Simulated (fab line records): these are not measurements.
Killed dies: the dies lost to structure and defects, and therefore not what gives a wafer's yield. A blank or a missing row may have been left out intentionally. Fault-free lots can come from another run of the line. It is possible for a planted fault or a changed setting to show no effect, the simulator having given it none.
A single fault, viewed from 2 desks || flow n5-finfet || what lay behind the numbers comes last; until then each desk has only its own

## METROLOGY DESK
What the gauges read for every lot (on any tool): the sampled wafers with a number, averaged. A lot is out of limits, marked OUT, if its mean lies more than 4 standard deviations from the usual mean; the brackets give that distance. Only the readings that lie furthest out on some lot appear, 7 of the 12 it has.
Columns: A = thk-nm at N5_FIN_SAQP_THK_MEAS_07, usual 59.9 nm; B = DIBL_N at N5_BEOL_M4_RC_MEAS_101, usual 36.2 mV/V; C = DIBL_P at N5_BEOL_M4_RC_MEAS_101, usual 36.5 mV/V; D = IOFF_P at N5_BEOL_M4_RC_MEAS_101, usual 0.22 nA/um; E = ION_P at N5_BEOL_M4_RC_MEAS_101, usual 463 uA/um; F = VT_N at N5_BEOL_M4_RC_MEAS_101, usual 250 mV; G = VT_P at N5_BEOL_M4_RC_MEAS_101, usual -250 mV
{"lot": "L729", "first seen here": "day 2 21:08", "A": 60.5, "B": 34.2, "C": 35.2, "D": 0.18, "E": 456, "F": 253, "G": -252}
{"lot": "L733", "first seen here": "day 3 21:47", "A": 59.7, "B": 32.8, "C": 31.5, "D": 0.14, "E": 443, "F": 253, "G": -258}
{"lot": "L734", "first seen here": "day 4 03:59", "A": 59.2, "B": 38.5, "C": 40.8, "D": 0.22, "E": 455, "F": 247, "G": -253}
{"lot": "L735", "first seen here": "day 4 09:55", "A": 59.1, "B": 34.9, "C": 37.5, "D": 0.23, "E": 462, "F": 252, "G": -248}
{"lot": "L736", "first seen here": "day 4 16:08", "A": 60.4, "B": 34.8, "C": 35.9, "D": 0.20, "E": 463, "F": 253, "G": -250}
{"lot": "L739", "first seen here": "day 5 09:31", "A": 59.1, "B": 36.1, "C": 37.2, "D": 0.19, "E": 465, "F": 250, "G": -253}
{"lot": "L740", "first seen here": "day 5 16:20", "A": 61.5, "B": 39.0, "C": 37.9, "D": 0.23, "E": 462, "F": 248, "G": -250}
{"lot": "L741", "first seen here": "day 5 22:13", "A": 59.8, "B": 35.7, "C": 36.0, "D": 0.19, "E": 466, "F": 253, "G": -251}
{"lot": "L742", "first seen here": "day 6 03:04", "A": 60.9, "B": 37.5, "C": 37.4, "D": 0.22, "E": 461, "F": 245, "G": -249}
{"lot": "L745", "first seen here": "day 6 21:22", "A": 59.6, "B": 36.1, "C": 36.8, "D": 0.25, "E": 469, "F": 247, "G": -247}
{"lot": "L748", "first seen here": "day 7 15:05", "A": 60.2, "B": 34.3, "C": 35.6, "D": 0.20, "E": 460, "F": 248, "G": -251}
This desk's verdict: no lot among the 11 shows anything out of limits.

## TOOL OWNER'S DESK, ald-sin-04
The tool's own readings at N5_FIN_SAQP_SPACER1_ALD_24 (deposits SiO2, target thk 20.3 nm, pulse time 1 s, purge time 2 s): means of the sampled wafers that have a number, for each lot that ran on this tool. A lot is out of limits, marked OUT, if its mean lies more than 4 standard deviations from the usual mean; the brackets give that distance.
Columns: A = heater-power-w at N5_FIN_SAQP_SPACER1_ALD_24, usual 472 W; B = precursor-pulse-height-rel at N5_FIN_SAQP_SPACER1_ALD_24, usual 1.003; C = susceptor-temp-C at N5_FIN_SAQP_SPACER1_ALD_24, usual 299.97 C
{"lot": "L729", "first seen here": "day 2 23:19", "A": 453, "B": 0.998, "C": 299.96}
{"lot": "L735", "first seen here": "day 4 11:35", "A": 576, "B": 1.007, "C": 299.94}
{"lot": "L736", "first seen here": "day 4 17:49", "A": 472, "B": 0.993, "C": 300.00}
{"lot": "L741", "first seen here": "day 6 00:16", "A": 520, "B": 0.997, "C": "317.13 (+78) OUT"}
{"lot": "L745", "first seen here": "day 6 23:02", "A": 519, "B": 0.997, "C": "317.09 (+78) OUT"}
This desk's finding: out of limits on L741, L745; first on L741, day 6 00:16 (susceptor-temp-C at N5_FIN_SAQP_SPACER1_ALD_24). L729, L735, L736: within limits.

## TAKEN TOGETHER
The tool owner's desk could have raised an alarm at day 6 00:16, on L741, L745.
From the metrology desk's view, nothing was out of limits.
The metrology desk has L741, L745 on record, within its limits.
Of the lots named, all ran N5_FIN_SAQP_SPACER1_ALD_24 on ald-sin-04.

## WHAT WAS PUT IN BY THE SIMULATOR
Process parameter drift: ald-sin-04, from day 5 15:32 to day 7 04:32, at N5_FIN_SAQP_SPACER1_ALD_24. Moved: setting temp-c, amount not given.
Struck lots among those shown: L741, L745.
Delay in hours, fault start to first out-of-limits reading, by desk: the tool owner's desk at 9.
